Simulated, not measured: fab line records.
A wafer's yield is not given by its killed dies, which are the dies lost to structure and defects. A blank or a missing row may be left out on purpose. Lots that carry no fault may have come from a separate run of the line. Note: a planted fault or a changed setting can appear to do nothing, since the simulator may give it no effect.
8D (eight disciplines) problem report, filled in by code + flow nand harc + the parts of the form that need people (team, actions taken, sign-off) are left out

## 1. WHAT WENT WRONG
Mean of killed at array at NHARC_END_SORT_01: 91 across 6 wafers in 2 lots; on wafers with no fault it is 25 (standard deviation 9.5). That is +6.9 standard deviations from the usual mean.
Earliest sighting: wafer L100.4 on prober-02 at day 25 02:05. The record has a number at this step for 6 wafers belonging to 2 lots. By rule, "out" or "out of limits" means more than 4 standard deviations away from the usual mean. The other wafers with a number count as sound.

## 2. WHAT THIS IS AND IS NOT
| question                    | is                           | is not                                             |
|-----------------------------|------------------------------|----------------------------------------------------|
| which readings at this step | killed at array, killed dies | killed at other, killed at periphery, killed short |
| which lots                  | L100, L999                   | -                                                  |
| which wafers of those lots  | all that have a number       | -                                                  |
| read on which gauges        | prober-02                    | -                                                  |
| when                        | from day 25 02:05            | up to then (0 sound wafers)                        |

## 3. THE SUSPECTS, EACH WITH WHAT RULES IT OUT
Counting: a tool at a process step up to the reading stays a suspect if it ran every lot that is out and no sound lot after the first of them.
- the gauge at NHARC_END_SORT_01: kept. All the wafers that are out were read on prober-02, and no step on other tools shows them out.
- plasma asher-02 at NHARC_A_STAIRCASE_STRIP_446 (strips in O2): kept. It ran every lot that is out, first L100 (day 19 11:10), and no sound lot after that.
- rie diel-04 at NHARC_A_M1_STRIP_18 (strips in N2/H2): kept. It ran every lot that is out, first L100 (day 23 14:24), and no sound lot after that.
- pvd sputter-03 at NHARC_A_M1_DEGAS_29 (time 60 s): kept. It ran every lot that is out, first L100 (day 23 15:01), and no sound lot after that.
- cmp-02 at NHARC_A_M1_CMP_23 (polishes, t overpolish 20 s, target thk 154.34 nm): kept. It ran every lot that is out, first L100 (day 23 16:08), and no sound lot after that.
Left after counting: plasma asher-02 at NHARC_A_STAIRCASE_STRIP_446, rie diel-04 at NHARC_A_M1_STRIP_18, pvd sputter-03 at NHARC_A_M1_DEGAS_29, cmp-02 at NHARC_A_M1_CMP_23, prober-02 at NHARC_END_SORT_01.

## 4. THE CAUSE (what the simulator had put in)
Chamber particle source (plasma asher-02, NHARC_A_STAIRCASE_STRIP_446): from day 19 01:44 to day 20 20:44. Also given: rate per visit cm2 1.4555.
5 suspects survive the count, and this tool is in that group.

## 5. THE EFFECT CHAIN, in route order
Each row: a reading where the mean over the struck wafers with a number is more than 3 standard deviations away from the usual. Readings are gone through only where the record gives a usual standard deviation; hours: the median, over the lots, of the time from a lot's start at the first step in this table giving one to that lot's start at this step; sigmas: the change measured in usual standard deviations.
| hours | step              | reading         | usual | on struck wafers | change | sigmas |
|-------|-------------------|-----------------|-------|------------------|--------|--------|
| 0     | NHARC_END_SORT_01 | killed at array | 25    | 91               | +66    | +6.9   |
| 0     | NHARC_END_SORT_01 | killed dies     | 29    | 94               | +65    | +6.5   |

## 6. HOW IT WOULD HAVE BEEN CAUGHT EARLIER
In this record the first reading out of limits at a measuring or inspecting step was taken at day 25 02:05, 144 hours after the fault began at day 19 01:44.
No tool reading at NHARC_A_STAIRCASE_STRIP_446 that has a usual standard deviation in the record was out on any struck wafer, so an alarm limit of 4 standard deviations on those readings would not have fired.
The start of NHARC_A_STAIRCASE_STRIP_446 on plasma asher-02 came by day 25 02:05 for every one of the lots that are out (2). Tool hold at that time: it would have spared none of them.
